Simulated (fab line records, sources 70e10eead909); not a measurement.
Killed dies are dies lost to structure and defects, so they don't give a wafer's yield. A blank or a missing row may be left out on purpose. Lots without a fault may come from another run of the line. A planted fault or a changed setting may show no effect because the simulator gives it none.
A struck lot beside a sound one | flow nand_harc | 17 steps out of a route of 1302
Sound: wafers L551.4, L551.5, L551.6. Struck: wafers L546.1, L546.6. (L546.4 of the same lot was not struck and is left out.) The cause comes at the end.
At each step with rows: each side's tool, then ch and its chambers, then its first start. Under that, the readings that differ: sound wafers | struck wafers | difference of the means | sigmas: that difference in standard deviations of wafers without a fault.
alike: readings whose means differ by less than 2 such deviations, and words and numbers that are the same on both sides. not compared: withheld readings, readings that some wafer has no value for, bounds like >300 that may hide the same value, and numbers for which the record gives no deviation and whose values overlap.
The two part at a step that has a row with sigmas, a row that says differs or no value, or rows on one side only. Numbers that don't overlap but have no deviation are shown without sigmas and don't part them. A reading that every wafer of one side lacks parts them only if that side has two wafers or more.

NHARC_P_M0_OVL_MEAS_10: pitch 180 nm.
  sound on overlay-01, day 13 10:55; struck on overlay-02, day 12 00:58
  reading           | sound          | struck  | difference | sigmas
  overlay_y_nm (nm) | -0.2 -0.9 -0.6 | 1.2 0.7 | +1.5       | +2
  alike: overlay_x_nm
NHARC_P_M0_INSPECT_11:
  sound on defect_inspect-02, day 13 10:57; struck on defect_inspect-01, day 12 00:59
  alike: raw_defect_count
NHARC_P_M0_DESCUM_14: chemistry O2, time 3 s.
  sound on rie_diel-03 ch 0,1,3, day 13 11:02; struck on rie_diel-03 ch 2, day 12 01:04
  alike: drypump_motor_current_A, oes_product_au, rf_vpp_V, showerhead_plenum_p_Torr, throttle_valve_pct
  not compared: rf_hours_counter_h
then, 2 steps without rows for these wafers: NHARC_P_M0_ETCH_34 (etches the open film in N2/H2, target depth 40 nm, overetch 12 nm, time 43.94 s); NHARC_P_M0_ETCH_15 (etches the open film in C4F8/Ar, target depth 150 nm, overetch 15 nm, time 82.5 s).
NHARC_P_M0_CD_MEAS_16:
  sound on cd_sem-03, day 13 11:19; struck on cd_sem-02, day 12 01:21
  alike: cd_nm
NHARC_P_M0_STRIP_18: strips in N2/H2.
  sound on rie_diel-06 ch 0,1, day 13 11:23; struck on rie_diel-06 ch 1, day 12 01:26
  alike: drypump_motor_current_A, oes_product_au, rf_vpp_V, showerhead_plenum_p_Torr, throttle_valve_pct
  not compared: rf_hours_counter_h
then, 3 steps without rows for these wafers: NHARC_P_M0_STRIP_19 (strips in post etch residue remover, time 600 s); NHARC_P_M0_DEGAS_28 (time 60 s); NHARC_P_M0_PRE_CLEAN_29 (time 30 s).
NHARC_P_M0_PVD_20: deposits TaN, target thk 5 nm, time 8.06 s.
  sound on pvd_sputter-02; struck on pvd_sputter-01
  alike: throttle_valve_pct
NHARC_P_M0_PVD_21: deposits Cu, target thk 30 nm, time 20.49 s.
  sound on pvd_sputter-02; struck on pvd_sputter-01
  alike: throttle_valve_pct
NHARC_P_M0_ECD_22: material Cu, target thk 400 nm.
  sound on ecd_cu-02 ch 0,1, day 13 12:26; struck on ecd_cu-01 ch 0,1, day 12 02:23
NHARC_P_M0_ANNEAL_30: time 90 s.
  sound on rtp_anneal-02 ch 0, day 13 12:50; struck on rtp_anneal-01 ch 0, day 12 02:43
  alike: anneal_temp_c_max, wafer_temp_C_max
NHARC_P_M0_CMP_23: polishes, t overpolish 20 s, target thk 117.54 nm.
  sound on cmp-04 ch 1,2, day 13 13:01; struck on cmp-04 ch 1,3, day 12 03:07
  reading                | sound          | struck    | difference | sigmas
  time_to_endpoint_s (s) | 31.8 33.6 31.1 | 44.0 45.7 | +12.7      | +5
  alike: motor_current_A
  not compared: pad_life_wafers
NHARC_P_M0_THK_MEAS_24: measures by xrf.
  sound on film_metro-02, day 13 13:20; struck on film_metro-02, day 12 03:22
  alike: thk_nm
-- the record jumps here: 18 days lie between the struck wafers' starts before and after (it left off in module P_M0 and takes up again in module END, whose first step shown is number 1302 of the route) --
NHARC_END_SORT_01:
  sound on prober-01 ch 0, day 32 18:10; struck on prober-01 ch 0, day 30 10:01
  alike: defect_limited_yield, killed_at_array, killed_at_other, killed_at_periphery, killed_dies, killed_open, killed_short

WHERE THEY PART
First at NHARC_P_M0_OVL_MEAS_10; last, within this record, at NHARC_P_M0_CMP_23. Later steps at which nothing parts them and some readings are alike: NHARC_P_M0_THK_MEAS_24, NHARC_END_SORT_01.

WHY: what the simulator had put in
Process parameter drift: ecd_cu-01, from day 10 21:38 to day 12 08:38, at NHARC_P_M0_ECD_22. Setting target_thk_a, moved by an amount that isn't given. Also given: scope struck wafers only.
